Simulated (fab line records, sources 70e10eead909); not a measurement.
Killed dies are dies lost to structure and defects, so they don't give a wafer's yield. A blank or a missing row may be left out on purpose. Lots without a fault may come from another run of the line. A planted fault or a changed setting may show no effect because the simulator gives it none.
Chamber matching | flow nand_harc | NHARC_A_STAIRCASE_TRIM_20 on rie_diel-02: 4 sister chambers
The step chemistry O2, time 211.2 s. 8 wafers are shown with their chamber, then 7 later ones without.

WAFERS WITH THEIR CHAMBER
wafer  | chamber | showerhead_plenum_p_Torr (Torr) | drypump_motor_current_A (A)
L075.4 | 2       | 3.52                            | 6.1
L078.5 | 0       | 3.49                            | 5.4
L081.6 | 0       | 3.49                            | 5.5
L083.1 | 1       | 3.43                            | 5.6
L083.3 | 2       | 3.51                            | 6.1
L083.6 | 3       | 3.66                            | 5.4
L086.3 | 3       | 3.66                            | 5.4
L086.4 | 1       | 3.43                            | 5.5

WAFERS WITHOUT THEIR CHAMBER
wafer  | showerhead_plenum_p_Torr (Torr) | drypump_motor_current_A (A)
L086.5 | 3.48                            | 5.5
L088.2 | 3.66                            | 5.4
L088.4 | 3.48                            | 5.4
L088.5 | 3.48                            | 5.4
L093.2 | 3.65                            | 5.4
L093.3 | 3.50                            | 6.1
L093.6 | 3.50                            | 6.1

WHICH CHAMBER EACH WENT THROUGH
wafer  | from the rows above | in truth
L086.5 | 0                   | 0
L088.2 | 3                   | 3
L088.4 | 0                   | 0
L088.5 | 0                   | 0
L093.2 | 3                   | 3
L093.3 | 2                   | 2
L093.6 | 2                   | 2
Placed correctly: 7 of 7. Can't be placed from these rows: 0. Placed wrongly: 0.
How it was worked out, from the rows above alone: a wafer's distance from a chamber is the root of the sum, over the readings, of the square of ((its reading less the chamber's mean) divided by the reading's scatter). The wafer belongs to the nearest chamber; if the next one is less than 2 further off, it can't be placed. A chamber's mean is the mean of its shown wafers. The scatter: the root of (the sum of the squares of (reading less its chamber's mean) over the shown wafers, divided by (wafers less chambers)).
